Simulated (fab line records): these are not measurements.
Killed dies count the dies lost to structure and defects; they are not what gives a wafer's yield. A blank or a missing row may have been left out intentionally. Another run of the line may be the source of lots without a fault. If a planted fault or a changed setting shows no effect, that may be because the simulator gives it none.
A lot that was struck, set against a sound lot + flow n5_finfet + 44 steps out of a route of 1938
Sound: the wafers L701.4, L701.5, L701.6. Struck: wafer L708.2 (L708.4, L708.5, from the same lot, were not struck and are left out); the cause is given at the end.
Each step with rows lists, per side, the tool, then ch with its chambers, then its first start. Under that, the readings that differ: sound wafers + struck wafers + difference of the means + sigmas: that difference in standard deviations of wafers without a fault.
alike: readings with means less than 2 such deviations apart, plus words and numbers identical on both sides. not compared: withheld readings, readings lacking a value on some wafer, bounds such as >300 that could conceal the same value, and numbers that have no deviation in the record and whose values overlap.
A row with sigmas, a row that says differs or no value, or rows on one side alone: a step with any of these is where the two part. Non-overlapping numbers with no deviation appear without sigmas and do not part them. Lack of a reading on every wafer of one side parts them only where that side has two or more wafers.

first, 2 steps without rows for these wafers: N5_DUMMY_GATE_ETCH_23 (etches poly-Si in HBr/Cl2/O2, target depth 41 nm, time 22.3 s); N5_DUMMY_GATE_ETCH_44 (etches poly-Si in HBr/O2, stops on SiO2, target depth 127.5 nm).
N5_DUMMY_GATE_CD_MEAS_24 targets a cd of 15 nm.
  sound on cd_sem-02, day 3 11:48; struck on cd_sem-02, day 5 07:01
  alike: cd_nm
N5_DUMMY_GATE_ETCH_42: etches SiO2 in CHF3/O2, target depth 3.5 nm, time 31 s.
  sound on rie_diel-06 ch 2,3, day 3 11:50; struck on rie_diel-04 ch 1, day 5 07:04
  alike: drypump_motor_current_A, oes_product_au, rf_vpp_V, showerhead_plenum_p_Torr, throttle_valve_pct
  not compared: rf_hours_counter_h
N5_DUMMY_GATE_STRIP_48: strips in N2/H2, time 20 s.
  sound on rie_diel-06 ch 2,3, day 3 11:53; struck on rie_diel-04 ch 1, day 5 07:07
| reading      | sound          | struck | difference | sigmas |
|--------------|----------------|--------|------------|--------|
| rf_vpp_V (V) | 45.0 46.0 45.0 | 43.3   | -2.0       | -2     |
  alike: drypump_motor_current_A, oes_product_au, showerhead_plenum_p_Torr, throttle_valve_pct
  not compared: rf_hours_counter_h
then, 5 steps without rows for these wafers: N5_DUMMY_GATE_PRECLEAN_33 (cleans in dHF, time 10 s); N5_DUMMY_GATE_PRECLEAN_25 (cleans in O3/DIW, time 45 s); N5_DUMMY_GATE_PRECLEAN_51 (cleans in SC2, time 45 s); N5_DUMMY_GATE_SRD_26 (time 30 s); N5_DUMMY_GATE_UV_OZONE_45 (time 120 s).
N5_DUMMY_GATE_INSPECT_27: inspects for defects (brightfield).
  sound on defect_inspect-01, day 3 12:04; struck on defect_inspect-01, day 5 07:18
  alike: raw_defect_count
N5_SPACER0_ALD_07: deposits SiNx, target thk 2 nm.
  sound on ald_sin-03 ch 0,2,3, day 3 12:23; struck on ald_sin-03 ch 1, day 5 07:20
  alike: heater_power_w
N5_SPACER0_ALD_00: deposits SiOCN, target thk 3.5 nm, pulse time 3 s, purge time 2 s.
  sound on ald_sin-03 ch 0,2,3, day 3 12:32; struck on ald_sin-03 ch 1, day 5 07:29
| reading    | sound    | struck | difference | sigmas |
|------------|----------|--------|------------|--------|
| ald_cycles | 58 58 58 | 63     | +5         |        |
  alike: heater_power_w, precursor_pulse_height_rel
then, 1 step without rows for these wafers: N5_SPACER0_ALD_08 (deposits SiNx, target thk 2 nm).
N5_SPACER0_INSPECT_04: inspects for defects (darkfield).
  sound on defect_inspect-01, day 3 12:58; struck on defect_inspect-02, day 5 07:54
  alike: raw_defect_count
then, 8 steps without rows for these wafers: N5_SD_EPI_N_COAT_32 (time 60 s, resist thk 350 nm); N5_SD_EPI_N_COAT_33 (time 60 s, resist thk 35 nm); N5_SD_EPI_N_COAT_03 (resist thk 150 nm); N5_SD_EPI_N_EBR_05; N5_SD_EPI_N_SOFTBAKE_04 (time 60 s); N5_SD_EPI_N_EXPOSE_06 (exposes mask SD N BLK, target cd 120 nm); N5_SD_EPI_N_PEB_07 (peb time 60 s); N5_SD_EPI_N_DEVELOP_08 (develop time 30 s).
N5_SD_EPI_N_CD_MEAS_09 targets a cd of 120 nm.
  sound on cd_sem-01 ch 0, day 3 13:14; struck on cd_sem-02 ch 0, day 5 08:18
| reading    | sound             | struck | difference | sigmas |
|------------|-------------------|--------|------------|--------|
| cd_nm (nm) | 120.1 120.4 118.7 | 118.2  | -1.5       | -2     |
N5_SD_EPI_N_OVL_MEAS_10:
  sound on overlay-01 ch 0, day 3 13:16; struck on overlay-01 ch 0, day 5 08:20
  alike: SD_N_BLK_OVL
N5_SD_EPI_N_INSPECT_11: inspects for defects (macro).
  sound on defect_inspect-02, day 3 13:17; struck on defect_inspect-02, day 5 08:21
  alike: raw_defect_count
then, 1 step without rows for these wafers: N5_SD_EPI_N_DESCUM_14 (chemistry O2, time 7.9 s).
N5_SD_EPI_N_ETCH_34: etches SiARC in CF4, target depth 45.5 nm, time 75.8 s.
  sound on rie_diel-03 ch 0,1,3, day 3 13:33; struck on rie_diel-01 ch 3, day 5 08:28
| reading                | sound | struck | difference                   | sigmas |
|------------------------|-------|--------|------------------------------|--------|
| rf_hours_counter_h (h) | - - - | 23     | no value on the sound wafers |        |
  alike: drypump_motor_current_A, etch_rf_on_time_s, oes_product_au, rf_vpp_V, showerhead_plenum_p_Torr, throttle_valve_pct
then, 7 steps without rows for these wafers: N5_SD_EPI_N_ETCH_35 (etches SOC in N2/H2, overetch 108 nm, time 486 s); N5_SD_EPI_N_STRIP_36 (strips in N2/H2); N5_SD_EPI_N_ETCHBACK_44 (etches SiNx in CH3F/O2, stops on SiO2, target depth 14.5 nm); N5_SD_EPI_N_ETCH_45 (etches SiOCN in CH3F/O2, target depth 6 nm); N5_SD_EPI_N_ETCH_16 (etches SiO2 in CHF3/O2, target depth 5 nm); N5_SD_EPI_N_STRIP_47 (strips in CHF3/O2); N5_SD_EPI_N_SD_RECESS_17 (chemistry HBr/Cl2/O2, target depth 41 nm, time 23.7 s, bt time 3 s).
N5_SD_EPI_N_STRIP_38: strips in N2/H2.
  sound on plasma_asher-01 ch 0,1, day 3 14:17; struck on plasma_asher-02 ch 1, day 5 09:12
| reading                | sound | struck | difference                   | sigmas |
|------------------------|-------|--------|------------------------------|--------|
| rf_hours_counter_h (h) | - - - | 98     | no value on the sound wafers |        |
  alike: drypump_motor_current_A, heater_power_w, oes_product_au
then, 6 steps without rows for these wafers: N5_SD_EPI_N_WET_ETCH_43 (etches SiO2 in dHF, time 14 s, target depth 1.5 nm); N5_SD_EPI_N_STRIP_18 (strips in SPM, time 750 s); N5_SD_EPI_N_SRD_20 (time 30 s); N5_SD_EPI_N_PRECLEAN_48 (cleans in NF3:NH3, afs cycles 2, time 20 s, sublimation time 60 s); N5_SD_EPI_N_VAPOR_ETCH_50 (etches Si in HCl, time 54 s); N5_SD_EPI_N_EPI_21 (deposits Si:P, time 690 s).
N5_SD_EPI_P_PRECLEAN_32: cleans in dHF, time 10 s.
  sound on wet_bench-01 ch 0,1,5, day 3 22:27; struck on wet_bench-01 ch 7, day 5 17:19
| reading                                   | sound       | struck | difference | sigmas |
|-------------------------------------------|-------------|--------|------------|--------|
| model.SiOCN_of_SPACER0_ALD_00.thk_nm (nm) | 3.4 3.4 3.4 | 3.8    | +0.4       |        |
-- here the record skips 9 days between the struck wafers' starts before and after, leaving off in module SD_EPI_P and picking up in module PASSIVATION (first step shown: number 1936 of the route) --
N5_PASSIVATION_PROBE_49:
  record: rows for the struck wafers here (prober-02, day 14 10:52), none for the sound ones

== WHERE THEY PART ==
Earliest at N5_DUMMY_GATE_STRIP_48; latest, in this record, at N5_PASSIVATION_PROBE_49.

WHY: what had been put in by the simulator
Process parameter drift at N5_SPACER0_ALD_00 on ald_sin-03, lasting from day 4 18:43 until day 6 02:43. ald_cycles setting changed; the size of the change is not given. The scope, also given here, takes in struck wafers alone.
